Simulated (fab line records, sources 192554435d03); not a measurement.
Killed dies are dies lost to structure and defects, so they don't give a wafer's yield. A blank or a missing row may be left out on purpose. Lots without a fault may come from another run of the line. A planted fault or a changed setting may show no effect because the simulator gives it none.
One fault seen from 2 desks | flow n5_finfet | each desk has only its own numbers; what lay behind them comes last

THE METROLOGY DESK
What the gauges read, lot by lot, whatever tool the lot ran on: means of the sampled wafers that have a number. A lot is out of limits, marked OUT, if its mean lies more than 4 standard deviations from the usual mean; the brackets give that distance.
Columns: A = cd_nm at N5_BEOL_M9_CD_MEAS_18, usual 69.9 nm
lot  | first seen here | A
L161 | day 9 22:35     | 70.5
L162 | day 10 09:17    | 70.7
L165 | day 10 18:14    | 69.8
L166 | day 11 03:10    | 70.4
L178 | day 13 11:28    | 69.7
L177 | day 13 15:44    | 69.1
L179 | day 14 18:09    | 69.1
L180 | day 14 21:47    | 69.9
L183 | day 15 15:36    | 69.6
This desk's finding: nothing out of limits on any of the 9 lots.

THE TOOL OWNER'S DESK: rie_diel-04
The tool's own readings at N5_BEOL_M9_ETCH_76 (etches underlayer in N2/H2, target depth 6.5 nm, time 5.2 s): means of the sampled wafers that have a number, for each lot that ran on this tool. A lot is out of limits, marked OUT, if its mean lies more than 4 standard deviations from the usual mean; the brackets give that distance. Of its 9 readings 7 are shown: those that lie furthest out on some lot.
Columns: A = bias_w at N5_BEOL_M9_ETCH_76, usual 150.0 W; B = chamber_pressure_mTorr at N5_BEOL_M9_ETCH_76, usual 29.99 mTorr; C = drypump_motor_current_A at N5_BEOL_M9_ETCH_76, usual 5.8 A; D = etch_rf_on_time_s at N5_BEOL_M9_ETCH_76, usual 5.19 s; E = n2_flow_sccm at N5_BEOL_M9_ETCH_76, usual 200.1 sccm; F = showerhead_plenum_p_Torr at N5_BEOL_M9_ETCH_76, usual 2.57 Torr; G = throttle_valve_pct at N5_BEOL_M9_ETCH_76, usual 17.83 %
lot  | first seen here | A     | B     | C   | D    | E     | F    | G
L161 | day 9 23:17     | 149.9 | 29.96 | 5.6 | 5.05 | 200.2 | 2.63 | 17.78
L178 | day 13 13:31    | 150.3 | 30.01 | 5.3 | 5.04 | 200.4 | 2.56 | 17.66
L179 | day 14 19:55    | 149.9 | 30.01 | 5.5 | 5.10 | 199.8 | 2.62 | 17.57
This desk's finding: nothing out of limits on any of the 3 lots.

PUT TOGETHER
The metrology desk saw nothing out of limits.
The tool owner's desk saw nothing out of limits.

WHAT THE SIMULATOR HAD PUT IN
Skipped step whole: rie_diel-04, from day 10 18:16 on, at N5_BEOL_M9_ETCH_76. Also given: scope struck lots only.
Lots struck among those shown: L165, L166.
